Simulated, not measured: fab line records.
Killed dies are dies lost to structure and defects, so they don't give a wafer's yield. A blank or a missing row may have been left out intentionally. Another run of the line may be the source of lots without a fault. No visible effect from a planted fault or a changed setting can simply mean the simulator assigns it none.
Which of the tools did it? | flow n5-finfet | 12 lots, 36 wafers sampled, at 4 steps of a route of 1938

WHAT EACH GAUGE READ, for each wafer
N5_DUMMY_GATE_OVL_MEAS_16. Usual: GATE_OVL typically reads -0.1 nm, with standard deviation 0.79.
lot  | measured    | on         | GATE_OVL (nm)  | flag
L807 | day 3 04:34 | overlay-02 | -0.1 -0.5 0.4  |
L808 | day 3 10:57 | overlay-02 | 0.0 -1.9 0.0   |
L814 | day 5 01:38 | overlay-01 | -0.7 -0.3 -0.4 |
L815 | day 5 05:16 | overlay-01 | 0.1 1.3 -0.2   |
L816 | day 5 11:40 | overlay-01 | -0.4 0.4 0.2   |
L817 | day 5 15:56 | overlay-01 | 0.1 -1.3 -0.3  |
L819 | day 6 05:44 | overlay-01 | -1.5 0.0 0.2   |
L820 | day 6 13:34 | overlay-02 | 1.4 0.2 0.6    |
L821 | day 6 23:10 | overlay-02 | -0.4 -0.9 0.2  |
L823 | day 7 07:51 | overlay-01 | -1.3 0.8 -0.2  |
L826 | day 7 23:00 | overlay-02 | -0.9 -0.6 0.2  |
L828 | day 8 09:08 | overlay-02 | -0.5 -0.1 -1.3 |

EACH LOT AND THE TOOL THAT RAN IT (in order: tool; ch and the chambers of the sampled wafers; start)
lot  | N5_STI_FIN_REVEAL_DENSIFY_30    | N5_STI_FIN_REVEAL_ETCHBACK_08     | N5_DUMMY_GATE_COAT_28
L807 | rtp-anneal-01 ch 0, day 2 16:38 | rie-diel-03 ch 0,3, day 2 16:58   | litho-track-05 ch 0, day 3 04:15
L808 | rtp-anneal-01 ch 0, day 2 22:31 | rie-diel-01 ch 0,2, day 2 22:45   | litho-track-04 ch 0, day 3 10:39
L814 | rtp-anneal-02 ch 0, day 4 13:38 | rie-diel-01 ch 2,3, day 4 13:51   | litho-track-05 ch 0, day 5 01:12
L815 | rtp-anneal-02 ch 0, day 4 16:11 | rie-diel-01 ch 2,3, day 4 16:23   | litho-track-02 ch 0, day 5 04:58
L816 | rtp-anneal-01 ch 0, day 4 22:58 | rie-diel-03 ch 0,3, day 4 23:08   | litho-track-02 ch 0, day 5 11:13
L817 | rtp-anneal-01 ch 0, day 5 04:04 | rie-diel-06 ch 0,1,3, day 5 04:16 | litho-track-02 ch 0, day 5 15:31
L819 | rtp-anneal-02 ch 0, day 5 17:04 | rie-diel-06 ch 1,3, day 5 17:13   | litho-track-02 ch 0, day 6 05:26
L820 | rtp-anneal-01 ch 0, day 5 22:28 | rie-diel-03 ch 0,3, day 5 22:56   | litho-track-02 ch 0, day 6 13:16
L821 | rtp-anneal-02 ch 0, day 6 05:10 | rie-diel-01 ch 1,2,3, day 6 05:24 | litho-track-02 ch 0, day 6 17:17
L823 | rtp-anneal-01 ch 0, day 6 17:56 | rie-diel-06 ch 2,3, day 6 18:08   | litho-track-05 ch 0, day 7 07:26
L826 | rtp-anneal-02 ch 0, day 7 10:58 | rie-diel-03 ch 0,1,2, day 7 11:11 | litho-track-05 ch 0, day 7 22:42
L828 | rtp-anneal-01 ch 0, day 7 21:17 | rie-diel-03 ch 0,1,3, day 7 21:29 | litho-track-05 ch 0, day 8 08:50
- N5_STI_FIN_REVEAL_DENSIFY_30
- N5_STI_FIN_REVEAL_ETCHBACK_08: etches SiO2 in C4F6/O2, target depth 30.5 nm, time 10.167 s.
- N5_DUMMY_GATE_COAT_28: time 60 s, resist thk 10 nm.

AS READ BY THE TOOLS THEMSELVES (means over the sampled wafers that have a number; for cases with no such wafer, the mark the record gives instead)
N5_STI_FIN_REVEAL_DENSIFY_30. Usual: lamp-power-pct 11.54 %, standard deviation 0.05; lamp_zone_1_pct 11.527 %, standard deviation 0.019.
lot  | tool          | lamp-power-pct (%) | lamp_zone_1_pct (%) | flag
L807 | rtp-anneal-01 | 11.52              | 11.536              |
L808 | rtp-anneal-01 | 11.54              | 11.531              |
L814 | rtp-anneal-02 | 11.53              | 11.522              |
L815 | rtp-anneal-02 | 11.55              | 11.540              |
L816 | rtp-anneal-01 | 11.56              | 11.540              |
L817 | rtp-anneal-01 | 11.58              | 11.526              |
L819 | rtp-anneal-02 | 11.60              | 11.511              |
L820 | rtp-anneal-01 | 11.54              | 11.520              |
L821 | rtp-anneal-02 | 11.50              | 11.534              |
L823 | rtp-anneal-01 | 11.55              | 11.533              |
L826 | rtp-anneal-02 | 11.54              | 11.520              |
L828 | rtp-anneal-01 | 11.49              | 11.530              |

N5_STI_FIN_REVEAL_ETCHBACK_08. Usual: for bias-w, 185.0 W with a standard deviation of 0.52; for drypump-motor-current-A, 5.8 A with a standard deviation of 0.41; for oes_ar_750_au, 0.79 a.u. with a standard deviation of 0.095; for oes-product-au, 0.79 a.u. with a standard deviation of 0.097; for rf-vpp-V, 661 V with a standard deviation of 11; for showerhead-plenum-p-Torr, 2.88 Torr with a standard deviation of 0.07; for throttle-valve-pct, 21.27 % with a standard deviation of 0.22.
lot  | tool        | bias-w (W) | drypump-motor-current-A (A) | oes_ar_750_au (a.u.) | oes-product-au (a.u.) | rf-vpp-V (V) | showerhead-plenum-p-Torr (Torr) | throttle-valve-pct (%) | flag
L807 | rie-diel-03 | 184.7      | 5.8                         | 0.73                 | 0.72                  | 658          | 2.84                            | 21.18                  |
L808 | rie-diel-01 | 184.6      | 5.8                         | 0.74                 | 0.73                  | 648          | 2.86                            | 21.33                  |
L814 | rie-diel-01 | 185.0      | 5.4                         | 0.74                 | 0.73                  | 650          | 2.83                            | 21.33                  |
L815 | rie-diel-01 | 185.0      | 5.4                         | 0.74                 | 0.73                  | 650          | 2.82                            | 21.33                  |
L816 | rie-diel-03 | 184.7      | 5.7                         | 0.72                 | 0.70                  | 657          | 2.83                            | 21.22                  |
L817 | rie-diel-06 | 185.2      | 5.6                         | 0.86                 | 0.86                  | 669          | 2.96                            | 21.24                  |
L819 | rie-diel-06 | 185.0      | 5.9                         | 0.88                 | 0.89                  | 665          | 2.98                            | 21.15                  |
L820 | rie-diel-03 | 185.4      | 5.8                         | 0.71                 | 0.70                  | 657          | 2.83                            | 21.22                  |
L821 | rie-diel-01 | 184.8      | 5.7                         | 0.78                 | 0.77                  | 659          | 2.85                            | 21.16                  |
L823 | rie-diel-06 | 185.1      | 5.6                         | 0.72                 | 0.72                  | 664          | 2.89                            | 21.47                  |
L826 | rie-diel-03 | 184.0      | 5.7                         | 0.92                 | 0.92                  | 663          | 2.88                            | 21.24                  |
L828 | rie-diel-03 | 185.4      | 5.9                         | 0.94                 | 0.94                  | 658          | 2.83                            | 21.07                  |

N5_DUMMY_GATE_COAT_28. Usual: exhaust-pa 44.9 Pa, standard deviation 0.75; heater-power-total-W 391.5 W, standard deviation 1.4; plate-temp-C 204.98 C, standard deviation 0.16.
lot  | tool           | exhaust-pa (Pa) | heater-power-total-W (W) | plate-temp-C (C) | flag
L807 | litho-track-05 | 44.8            | 392.0                    | 205.13           |
L808 | litho-track-04 | 45.2            | 391.5                    | 204.99           |
L814 | litho-track-05 | 44.8            | 391.6                    | 204.88           |
L815 | litho-track-02 | 44.6            | 390.5                    | 205.00           |
L816 | litho-track-02 | 45.0            | 391.9                    | 204.85           |
L817 | litho-track-02 | 45.8            | 400.9                    | 209.06           | OFF
L819 | litho-track-02 | 45.7            | 401.3                    | 209.25           | OFF
L820 | litho-track-02 | 46.0            | 399.7                    | 209.15           | OFF
L821 | litho-track-02 | 45.1            | 399.6                    | 209.02           | OFF
L823 | litho-track-05 | 45.2            | 392.2                    | 205.01           |
L826 | litho-track-05 | 45.0            | 393.1                    | 204.99           |
L828 | litho-track-05 | 44.8            | 392.3                    | 205.02           |

THE ANSWER, worked out from the rows above alone
Rule: lot off if the mean of its wafers having a number is beyond 3 standard deviations from the usual mean. Also off: a lot with no number at a reading for which 4 or more lots have one. Any other lot the step has rows for is counted as sound. After the gauges, taken in route order, come the tools' own readings; for these a lot's mean is taken, as printed above. At the first step where some lot is off, the reading lying furthest off is the one used; lots without a number count as furthest.
Off, at N5_DUMMY_GATE_COAT_28 on plate-temp-C: L817, L819, L820, L821.
If a tool, at that step or one of the process steps before it, ran each lot that is off and ran no sound lot following the first of them, it fits. One fits: N5_DUMMY_GATE_COAT_28 on litho-track-02. Its last sound lot is L816 (day 5 11:13), its first lot that is off L817 (day 5 15:31): a fault that began between those two fits.
The tool's own readings at N5_DUMMY_GATE_COAT_28 bear it out: on the lots that are off they differ by more than 5 times the standard deviation of the sound lots' means. heater-power-total-W reads 400.4 W there against 391.9 W on the sound lots; plate-temp-C reads 209.12 C there against 204.98 C on the sound lots.

WHAT THE SIMULATOR HAD INSERTED
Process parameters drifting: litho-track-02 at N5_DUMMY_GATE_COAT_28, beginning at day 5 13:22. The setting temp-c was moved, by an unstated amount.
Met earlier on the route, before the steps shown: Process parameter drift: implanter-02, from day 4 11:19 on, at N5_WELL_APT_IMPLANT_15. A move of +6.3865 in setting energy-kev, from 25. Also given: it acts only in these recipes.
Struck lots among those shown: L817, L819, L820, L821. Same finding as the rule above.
